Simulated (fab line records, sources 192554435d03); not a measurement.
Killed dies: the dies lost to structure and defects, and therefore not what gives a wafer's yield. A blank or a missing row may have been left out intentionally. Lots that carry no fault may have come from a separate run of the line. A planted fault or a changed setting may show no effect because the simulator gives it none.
Which tool did it? | flow n5 finfet | 8 lots, 24 wafers sampled, at 5 steps of a route of 1938

== WHAT THE GAUGES READ, wafer by wafer ==
N5_FIN_CUT_CD_MEAS_08 targets a cd of 29.1 nm.
lot  | measured    | on        | cd nm (nm)
L137 | day 2 16:07 | cd sem-02 | 29.28 29.37 29.23
L140 | day 3 09:42 | cd sem-03 | 29.16 29.32 28.89
L141 | day 3 16:41 | cd sem-02 | 29.15 29.04 29.23
L144 | day 4 09:37 | cd sem-02 | 29.22 28.81 29.14
L150 | day 5 22:19 | cd sem-03 | 30.33 30.10 30.33
L151 | day 6 02:26 | cd sem-02 | 30.32 30.21 30.06
L153 | day 6 15:32 | cd sem-02 | 28.84 28.71 29.12
L154 | day 6 20:55 | cd sem-02 | 28.96 29.46 29.63

== TOOL THAT RAN EACH LOT (tool first, then ch and the chambers of the sampled wafers, then the start) ==
lot  | N5_FIN_SAQP_STRIP_70              | N5_FIN_SAQP_SPACER2_ALD_28       | N5_FIN_SAQP_HM_OPEN_33            | N5_FIN_CUT_EXPOSE_05
L137 | rie diel-01 ch 1,2,3, day 2 14:14 | ald sin-02 ch 1,2,3, day 2 14:26 | rie diel-03 ch 0,1,2, day 2 15:10 | euv scanner-01 ch 0, day 2 15:59
L140 | rie diel-01 ch 1,3, day 3 08:05   | ald sin-03 ch 0,1, day 3 08:17   | rie diel-03 ch 0,1,2, day 3 08:52 | euv scanner-01 ch 0, day 3 09:34
L141 | rie diel-01 ch 1,2,3, day 3 14:54 | ald sin-02 ch 0,1,2, day 3 15:06 | rie diel-04 ch 1,2,3, day 3 15:44 | euv scanner-02 ch 0, day 3 16:34
L144 | rie diel-01 ch 0,2, day 4 08:01   | ald sin-04 ch 1,3, day 4 08:13   | rie diel-04 ch 2,3, day 4 08:47   | euv scanner-02 ch 0, day 4 09:29
L150 | rie diel-04 ch 2,3, day 5 20:09   | ald sin-04 ch 1,3, day 5 20:27   | rie diel-04 ch 1,2,3, day 5 21:13 | euv scanner-01 ch 0, day 5 22:11
L151 | rie diel-03 ch 0,1, day 6 00:50   | ald sin-03 ch 0,1,2, day 6 01:02 | rie diel-03 ch 2,3, day 6 01:36   | euv scanner-01 ch 0, day 6 02:20
L153 | rie diel-03 ch 2,3, day 6 13:10   | ald sin-02 ch 1,2, day 6 13:59   | rie diel-01 ch 0,1,3, day 6 14:34 | euv scanner-02 ch 0, day 6 15:25
L154 | rie diel-04 ch 0,1, day 6 19:08   | ald sin-04 ch 0,3, day 6 19:20   | rie diel-04 ch 0,1, day 6 20:04   | euv scanner-02 ch 0, day 6 20:46
- N5_FIN_SAQP_STRIP_70: strips in N2/H2.
- N5_FIN_SAQP_SPACER2_ALD_28: deposits SiO2, target thk 8.1 nm, pulse time 1 s, purge time 2 s.
- N5_FIN_SAQP_HM_OPEN_33: chemistry CH3F/O2, target SiNx, target depth 49.4 nm, time 70.6 s.
- N5_FIN_CUT_EXPOSE_05: exposes mask FIN CUT.

== THE ANSWER, worked out from the rows above alone ==
Rule: the lots themselves supply what counts as usual. The widest of any qualifying gaps counts: lots, ordered by their means at a reading, are off when they make up no more than a third of the lots, leave a main group of 4 or more, and stand apart from it by 3 or more times the standard deviation of that group's means. Not used: any main group whose means are identical at the precision the tables above print for the reading. Also off: a lot with no number at a reading for which 4 or more lots have one. The other lots that the step has rows for count as sound.
Off, at N5_FIN_CUT_CD_MEAS_08 on cd nm: L150, L151. Mean 29.14 nm and standard deviation 0.15 in the main group.
A tool fits if, at a process step before that reading, it ran every lot that is off, and no sound lot after the first of them. Those tools and the gauges at N5_FIN_CUT_CD_MEAS_08 are tried in the same way. One fits: N5_FIN_CUT_EXPOSE_05 on euv scanner-01. Its last sound lot is L140 (day 3 09:34), its first lot that is off L150 (day 5 22:11): a fault that began between those two fits.

== WHAT WAS PUT IN BY THE SIMULATOR ==
Drift in process parameters on euv scanner-01 at N5_FIN_CUT_EXPOSE_05, starting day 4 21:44. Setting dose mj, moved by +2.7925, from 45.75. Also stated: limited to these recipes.
Shown lots that were struck: L150, L151. The same result came from the rule above.
